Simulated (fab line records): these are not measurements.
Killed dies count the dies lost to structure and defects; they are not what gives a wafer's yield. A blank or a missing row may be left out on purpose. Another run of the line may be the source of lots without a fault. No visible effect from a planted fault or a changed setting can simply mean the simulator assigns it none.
Chamber matching / flow n5-finfet / 3 sister chambers for N5_BEOL_M1_PRE_CLEAN_60 on cvd-co-02
The step time 15 s. 51 wafers are shown with their chamber, then 12 later ones without.

## WAFERS, EACH WITH ITS CHAMBER
wafer=L074.3; chamber=0; heater-power-w (W)=96
wafer=L074.4; chamber=0; heater-power-w (W)=95
wafer=L074.5; chamber=2; heater-power-w (W)=102
wafer=L075.1; chamber=1; heater-power-w (W)=97
wafer=L075.2; chamber=2; heater-power-w (W)=103
wafer=L075.3; chamber=0; heater-power-w (W)=96
wafer=L076.2; chamber=0; heater-power-w (W)=95
wafer=L076.3; chamber=1; heater-power-w (W)=99
wafer=L076.6; chamber=1; heater-power-w (W)=95
wafer=L078.1; chamber=0; heater-power-w (W)=97
wafer=L078.5; chamber=1; heater-power-w (W)=98
wafer=L078.6; chamber=0; heater-power-w (W)=98
wafer=L079.3; chamber=1; heater-power-w (W)=98
wafer=L079.4; chamber=0; heater-power-w (W)=92
wafer=L079.5; chamber=2; heater-power-w (W)=103
wafer=L080.2; chamber=0; heater-power-w (W)=97
wafer=L080.4; chamber=1; heater-power-w (W)=95
wafer=L080.6; chamber=0; heater-power-w (W)=98
wafer=L081.2; chamber=1; heater-power-w (W)=97
wafer=L081.3; chamber=2; heater-power-w (W)=105
wafer=L081.4; chamber=2; heater-power-w (W)=104
wafer=L083.1; chamber=1; heater-power-w (W)=100
wafer=L083.4; chamber=2; heater-power-w (W)=104
wafer=L083.5; chamber=0; heater-power-w (W)=98
wafer=L084.1; chamber=2; heater-power-w (W)=102
wafer=L084.3; chamber=1; heater-power-w (W)=100
wafer=L084.6; chamber=0; heater-power-w (W)=97
wafer=L085.2; chamber=1; heater-power-w (W)=98
wafer=L085.3; chamber=0; heater-power-w (W)=96
wafer=L085.6; chamber=1; heater-power-w (W)=101
wafer=L086.1; chamber=2; heater-power-w (W)=103
wafer=L086.2; chamber=1; heater-power-w (W)=100
wafer=L086.3; chamber=0; heater-power-w (W)=96
wafer=L086.4; chamber=1; heater-power-w (W)=100
wafer=L086.5; chamber=0; heater-power-w (W)=95
wafer=L086.6; chamber=2; heater-power-w (W)=105
wafer=L088.1; chamber=1; heater-power-w (W)=97
wafer=L088.4; chamber=0; heater-power-w (W)=96
wafer=L088.5; chamber=2; heater-power-w (W)=103
wafer=L089.2; chamber=2; heater-power-w (W)=103
wafer=L089.5; chamber=1; heater-power-w (W)=97
wafer=L089.6; chamber=0; heater-power-w (W)=97
wafer=L090.2; chamber=1; heater-power-w (W)=96
wafer=L090.3; chamber=2; heater-power-w (W)=102
wafer=L090.5; chamber=2; heater-power-w (W)=103
wafer=L091.1; chamber=2; heater-power-w (W)=107
wafer=L091.3; chamber=1; heater-power-w (W)=101
wafer=L091.5; chamber=1; heater-power-w (W)=100
wafer=L094.2; chamber=1; heater-power-w (W)=98
wafer=L094.4; chamber=2; heater-power-w (W)=105
wafer=L094.6; chamber=0; heater-power-w (W)=98

SIGNATURES (means of the wafers above)
reading=heater-power-w; chamber 0=96.29; chamber 1=98.26; chamber 2=103.60; scatter within a chamber=1.64
Rule: for each reading, subtract the chamber's mean from the wafer's reading, divide by that reading's scatter and square the result; add these up over the readings and take the root, which gives the wafer's distance from the chamber. The wafer belongs to the nearest chamber; if the next one is less than 2 further off, it can't be placed. The scatter is the square root of a quotient: the sum, over the shown wafers, of each reading's squared deviation from its chamber's mean, divided by wafers minus chambers.

## WAFERS MISSING THEIR CHAMBER
wafer=L096.1; heater-power-w (W)=99
wafer=L096.2; heater-power-w (W)=103
wafer=L096.3; heater-power-w (W)=99
wafer=L096.4; heater-power-w (W)=99
wafer=L096.5; heater-power-w (W)=105
wafer=L096.6; heater-power-w (W)=100
wafer=L097.1; heater-power-w (W)=100
wafer=L097.2; heater-power-w (W)=97
wafer=L097.3; heater-power-w (W)=104
wafer=L097.4; heater-power-w (W)=99
wafer=L097.5; heater-power-w (W)=97
wafer=L097.6; heater-power-w (W)=107

## WHICH CHAMBER EACH ONE RAN IN
wafer=L096.1; from the rows above=can't be placed: 1 or 0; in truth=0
wafer=L096.2; from the rows above=2; in truth=2
wafer=L096.3; from the rows above=can't be placed: 1 or 0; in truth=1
wafer=L096.4; from the rows above=can't be placed: 1 or 0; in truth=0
wafer=L096.5; from the rows above=2; in truth=2
wafer=L096.6; from the rows above=can't be placed: 1 or 2 or 0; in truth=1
wafer=L097.1; from the rows above=can't be placed: 1 or 2 or 0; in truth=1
wafer=L097.2; from the rows above=can't be placed: 0 or 1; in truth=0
wafer=L097.3; from the rows above=2; in truth=2
wafer=L097.4; from the rows above=can't be placed: 1 or 0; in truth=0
wafer=L097.5; from the rows above=can't be placed: 0 or 1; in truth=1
wafer=L097.6; from the rows above=2; in truth=2
Placed correctly: 4 of 12. Not placeable from these rows: 8 (in 8, the candidates include the true chamber). Placed wrongly: 0.
